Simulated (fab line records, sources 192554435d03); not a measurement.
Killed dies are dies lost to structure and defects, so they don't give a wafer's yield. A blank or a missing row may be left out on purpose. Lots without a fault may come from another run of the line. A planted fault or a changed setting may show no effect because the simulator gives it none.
Chamber matching | flow n5_finfet | N5_FIN_CUT_STRIP_24 on rie_diel-04: 4 sister chambers
The step strips in CF4. 4 wafers are shown with their chamber, then 9 later ones without.

WAFERS WITH THEIR CHAMBER
wafer  | chamber | showerhead_plenum_p_Torr (Torr)
L086.1 | 3       | 1.77
L087.3 | 2       | 1.75
L087.4 | 0       | 1.85
L087.6 | 1       | 1.86

WAFERS WITHOUT THEIR CHAMBER
wafer  | showerhead_plenum_p_Torr (Torr)
L090.1 | 1.86
L090.3 | 1.84
L090.5 | 1.86
L091.1 | 1.84
L091.2 | 1.77
L091.3 | 1.86
L094.1 | 1.75
L094.4 | 1.77
L094.6 | 1.84

WHICH CHAMBER EACH WENT THROUGH
wafer  | from the rows above     | in truth
L090.1 | can't be placed: 1 or 0 | 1
L090.3 | can't be placed: 0 or 1 | 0
L090.5 | can't be placed: 1 or 0 | 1
L091.1 | can't be placed: 0 or 1 | 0
L091.2 | 3                       | 3
L091.3 | can't be placed: 1 or 0 | 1
L094.1 | 2                       | 2
L094.4 | 3                       | 3
L094.6 | can't be placed: 0 or 1 | 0
Placed correctly: 3 of 9. Can't be placed from these rows: 6 (the true chamber is among the candidates in 6). Placed wrongly: 0.
How it was worked out, from the rows above alone: a wafer's distance from a chamber is the root of the sum, over the readings, of the square of ((its reading less the chamber's mean) divided by the reading's scatter). The wafer belongs to the nearest chamber; if the next one is less than 2 further off, it can't be placed. A chamber's mean is the mean of its shown wafers. The scatter: with one shown wafer a chamber, the root of the mean of the squares of how far each hidden wafer lies from its nearest shown one.
